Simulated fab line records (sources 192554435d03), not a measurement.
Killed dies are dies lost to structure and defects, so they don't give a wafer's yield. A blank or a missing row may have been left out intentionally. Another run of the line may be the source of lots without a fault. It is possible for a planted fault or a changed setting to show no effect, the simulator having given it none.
Lot-split experiment	flow n5Finfet	37 wafers read from 7 lots, route of 1938 steps

== THE SPLIT ITSELF ==
At N5_BEOL_M7_TRENCH_ETCH_37 (etches SiCOH lowk in C4F6/O2, target depth 93.478 nm, time 31.2 s), the setting targetDepthA was moved away from the recipe's 934.78 angstrom on 11 of the 37 wafers read, by -22.9% to +51.8%. The other wafers ran this setting at the recipe's value.

== FROM THE SPLIT TO THE READING: what the file shows between them, 11 steps ==
- N5_BEOL_M7_ETCH_41: etches SiCN in CH3F/O2, target depth 31.9 nm, time 57.8 s
- N5_BEOL_M7_STRIP_80: strips in N2/H2, time 10 s
- N5_BEOL_M7_OCD_MEAS_38
- N5_BEOL_M7_HM_STRIP_39: strips TiN in peroxide tin strip, target depth 25 nm, time 158 s
- N5_BEOL_M7_SRD_40: time 30 s
- N5_BEOL_M7_ECD_50: material Cu, target thk 300 nm
- N5_BEOL_M7_ANNEAL_51: time 90 s
- N5_BEOL_M7_CMP_52: polishes, stops on SiCOH lowk, t overpolish 6.9 s, target thk 80 nm
- N5_BEOL_M7_THK_MEAS_53: measures by xrf
- N5_BEOL_M7_PRE_CLEAN_55: time 15 s
- N5_BEOL_M7_DEP_56: deposits SiCN from 3MS/NH3, target thk 10 nm, time 17.5 s

== THE READING ==
M7_RS in ohm/sq, measured at N5_BEOL_M7_RS_MEAS_57 by four-point-probe. A value of 0.290 ohm/sq with a standard deviation of 0.013 ohm/sq is what fault-free wafers of this fab line usually give.

wafer	tool, chamber at the split	targetDepthA as run, angstrom	against the recipe	M7_RS, ohm/sq	against lot-mates on the recipe
L075.1	rieDiel-01, 0	1419	+51.8%	0.155	-0.132
L075.2	rieDiel-01, 2	934.78	recipe	0.278	-
L075.3	rieDiel-01, 3	1419	+51.8%	0.176	-0.111
L075.4	rieDiel-01, 1	1419	+51.8%	0.175	-0.112
L075.5	rieDiel-01, 3	934.78	recipe	0.309	-
L075.6	rieDiel-01, 2	934.78	recipe	0.275	-
L076.2	rieDiel-04, 0	934.78	recipe	0.302	-
L076.3	rieDiel-04, 2	934.78	recipe	0.296	-
L076.5	rieDiel-04, 2	934.78	recipe	0.295	-
L077.1	rieDiel-01, 2	934.78	recipe	0.282	-
L077.2	rieDiel-01, 3	751.4	-19.6%	0.411	+0.125
L077.3	rieDiel-01, 1	751.4	-19.6%	0.422	+0.136
L077.4	rieDiel-01, 0	751.4	-19.6%	0.363	+0.077
L077.5	rieDiel-01, 1	934.78	recipe	0.298	-
L077.6	rieDiel-01, 0	934.78	recipe	0.278	-
L078.1	rieDiel-01, 3	934.78	recipe	0.304	-
L078.2	rieDiel-01, 1	934.78	recipe	0.291	-
L078.3	rieDiel-01, 0	934.78	recipe	0.263	-
L078.4	rieDiel-01, 1	934.78	recipe	0.290	-
L078.5	rieDiel-01, 3	934.78	recipe	0.294	-
L078.6	rieDiel-01, 0	934.78	recipe	0.267	-
L086.1	rieDiel-01, 0	787.4	-15.8%	0.362	+0.080
L086.2	rieDiel-01, 2	934.78	recipe	0.278	-
L086.3	rieDiel-01, 1	787.4	-15.8%	0.382	+0.100
L086.4	rieDiel-01, 3	787.4	-15.8%	0.400	+0.118
L086.5	rieDiel-01, 0	934.78	recipe	0.266	-
L086.6	rieDiel-01, 1	934.78	recipe	0.303	-
L092.1	rieDiel-02, 2	720.3	-22.9%	0.396	+0.107
L092.3	rieDiel-02, 0	720.3	-22.9%	0.406	+0.117
L092.5	rieDiel-02, 1	934.78	recipe	0.286	-
L092.6	rieDiel-02, 0	934.78	recipe	0.293	-
L094.1	rieDiel-02, 2	934.78	recipe	0.291	-
L094.2	rieDiel-02, 0	934.78	recipe	0.299	-
L094.3	rieDiel-02, 3	934.78	recipe	0.299	-
L094.4	rieDiel-02, 1	934.78	recipe	0.282	-
L094.5	rieDiel-02, 0	934.78	recipe	0.288	-
L094.6	rieDiel-02, 1	934.78	recipe	0.288	-

FIT RESULTS
A straight line over all 37 wafers: M7_RS changes by -0.00315 ohm/sq for each +1% of targetDepthA; r = -0.91; the points scatter about the line by 0.025 ohm/sq.
The same after taking each lot's own level away (the mean of its wafers on the recipe; 37 wafers): -0.00317 ohm/sq for each +1%; r = -0.91; scatter 0.026 ohm/sq.
According to that fit, moving targetDepthA by its largest amount changes the reading by 0.16 ohm/sq.
From 0.2823 to 0.2977 ohm/sq: that is the span of the lots' own levels, equal to 1.2 times the standard deviation above.
Hence the lot-to-lot level has little effect on the slope; both slopes agree.
Check: for one of the wafers moved furthest among these (+51.8%), held out of the fit, the line's prediction against its lot-mates is -0.157 ohm/sq. Against them it came out at -0.132 ohm/sq.

== THE WHOLE CHAIN: every reading that the file lists as answering this split, in the file's order ==
step	what it does	reading	change (the file's fit)	r (the file's)
N5_BEOL_M7_TRENCH_ETCH_37	etches SiCOH lowk in C4F6/O2, target depth 93.478 nm, time 31.2 s	BEOL_M7.featureDepthNm (the simulator's own value, which no gauge read)	+0.958 nm for each +1% of the setting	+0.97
N5_BEOL_M7_TRENCH_ETCH_37	etches SiCOH lowk in C4F6/O2, target depth 93.478 nm, time 31.2 s	etch.depthNm (the simulator's own value, which no gauge read)	+0.957 nm for each +1% of the setting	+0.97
N5_BEOL_M7_TRENCH_ETCH_37	etches SiCOH lowk in C4F6/O2, target depth 93.478 nm, time 31.2 s	TiN_of_BEOL_M7_HM_DEP_02.thkNm (the simulator's own value, which no gauge read)	-0.0256 nm for each +1% of the setting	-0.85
N5_BEOL_M7_OCD_MEAS_38		trenchDepthNm	+0.955 nm for each +1% of the setting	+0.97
N5_BEOL_M7_CMP_52	polishes, stops on SiCOH lowk, t overpolish 6.9 s, target thk 80 nm	Cu_of_BEOL_M7_ECD_50.thkNm (the simulator's own value, which no gauge read)	+0.935 nm for each +1% of the setting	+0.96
N5_BEOL_M7_THK_MEAS_53	measures by xrf	M7_THK	+0.947 for each +1% of the setting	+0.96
N5_BEOL_M7_RS_MEAS_57	measures by four-point-probe	M7_RS	-0.00317 for each +1% of the setting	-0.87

== FILE'S OWN FIT ==
M7_RS changes by -0.00317 ohm/sq for each +1% of targetDepthA, r = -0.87.
